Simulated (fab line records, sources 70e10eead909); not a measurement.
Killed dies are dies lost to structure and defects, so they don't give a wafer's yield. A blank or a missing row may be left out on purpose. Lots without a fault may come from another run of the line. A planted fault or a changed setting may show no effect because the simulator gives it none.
Chamber matching | flow nand_harc | NHARC_P_M1_DEP_33 on pecvd-02: 3 sister chambers
The step deposits SiCN, target thk 30 nm. 3 wafers are shown with their chamber, then 9 later ones without.

WAFERS WITH THEIR CHAMBER
wafer  | chamber | heater_power_w (W)
L921.1 | 0       | 671
L924.4 | 1       | 473
L924.5 | 2       | 486

WAFERS WITHOUT THEIR CHAMBER
wafer  | heater_power_w (W)
L926.1 | 419
L926.4 | 455
L926.6 | 568
L932.1 | 658
L932.2 | 536
L932.6 | 502
L933.3 | 493
L933.4 | 453
L933.6 | 659

WHICH CHAMBER EACH WENT THROUGH
wafer  | from the rows above          | in truth
L926.1 | can't be placed: 1 or 2      | 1
L926.4 | can't be placed: 1 or 2      | 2
L926.6 | can't be placed: 2 or 1 or 0 | 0
L932.1 | 0                            | 0
L932.2 | can't be placed: 2 or 1      | 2
L932.6 | can't be placed: 2 or 1      | 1
L933.3 | can't be placed: 2 or 1      | 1
L933.4 | can't be placed: 1 or 2      | 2
L933.6 | 0                            | 0
Placed correctly: 2 of 9. Can't be placed from these rows: 7 (the true chamber is among the candidates in 7). Placed wrongly: 0.
How it was worked out, from the rows above alone: a wafer's distance from a chamber is the root of the sum, over the readings, of the square of ((its reading less the chamber's mean) divided by the reading's scatter). The wafer belongs to the nearest chamber; if the next one is less than 2 further off, it can't be placed. A chamber's mean is the mean of its shown wafers. The scatter: with one shown wafer a chamber, the root of the mean of the squares of how far each hidden wafer lies from its nearest shown one.
